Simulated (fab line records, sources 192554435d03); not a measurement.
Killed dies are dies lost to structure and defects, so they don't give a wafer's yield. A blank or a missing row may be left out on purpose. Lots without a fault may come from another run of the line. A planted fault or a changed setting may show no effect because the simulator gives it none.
Problem report in the 8D (eight disciplines) form, filled by code | flow n5_finfet | the parts of the form that need people (team, actions taken, sign-off) are left out

1. THE PROBLEM
exposure_dose_mJ_cm2 at N5_BEOL_M7_EXPOSE_08 reads a mean of 69.82 on 6 wafers of 2 lots; wafers without a fault read 68.20 with a standard deviation of 0.072. That is +22 standard deviations from the usual mean.
The step: exposes mask M7.
First seen on wafer L774.2, day 11 17:07, on arfi_scanner-02. The record holds 12 wafers of 4 lots with a number at this step. Rule for "out", or "out of limits": more than 4 standard deviations from the usual mean. The other wafers with a number count as sound.

2. WHAT IT IS AND WHAT IT IS NOT
question                    | is                     | is not
which readings at this step | exposure_dose_mJ_cm2   | -
which lots                  | L774, L778             | L769, L776
which wafers of those lots  | all that have a number | -
read on which tools         | arfi_scanner-02        | arfi_scanner-03
when                        | from day 11 17:07      | up to then (3 sound wafers); but 3 sound wafers of L776 came after

3. SUSPECTS, AND WHAT RULES EACH OUT
Counting: a tool at a process step up to the reading stays a suspect if it ran every lot that is out and no sound lot after the first of them.
- arfi_scanner-02 at N5_BEOL_M7_EXPOSE_08 (exposes mask M7): kept. It ran every lot that is out, first L774 (day 11 17:07), and no sound lot after that; its last sound lot up to then is L769 (day 10 07:54). Its own readings are out on those wafers: exposure_dose_mJ_cm2.
Left after counting: arfi_scanner-02 at N5_BEOL_M7_EXPOSE_08.

4. THE CAUSE (what the simulator had put in)
Process parameter drift: arfi_scanner-02, from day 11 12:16 on, at N5_BEOL_M7_EXPOSE_08. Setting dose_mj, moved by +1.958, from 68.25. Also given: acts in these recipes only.
Counting left only this tool.

5. THE CHAIN OF EFFECTS, in route order
Each row: a reading whose mean over the struck wafers that have a number lies more than 3 standard deviations from the usual. Only readings for which the record gives a usual standard deviation are gone through. hours: the time from each lot's start at the first step in this table that gives one to its start at this step, as a median over the lots. sigmas: the change in usual standard deviations.
hours | step                 | reading              | usual | on struck wafers | change | sigmas
0     | N5_BEOL_M7_EXPOSE_08 | exposure_dose_mJ_cm2 | 68.20 | 69.82            | +1.62  | +22
The process steps in it:
- N5_BEOL_M7_EXPOSE_08: exposes mask M7.

6. WHAT WOULD HAVE CAUGHT IT SOONER
In this record the first reading out of limits was taken at day 11 17:07, 5 hours after the fault began at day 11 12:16.
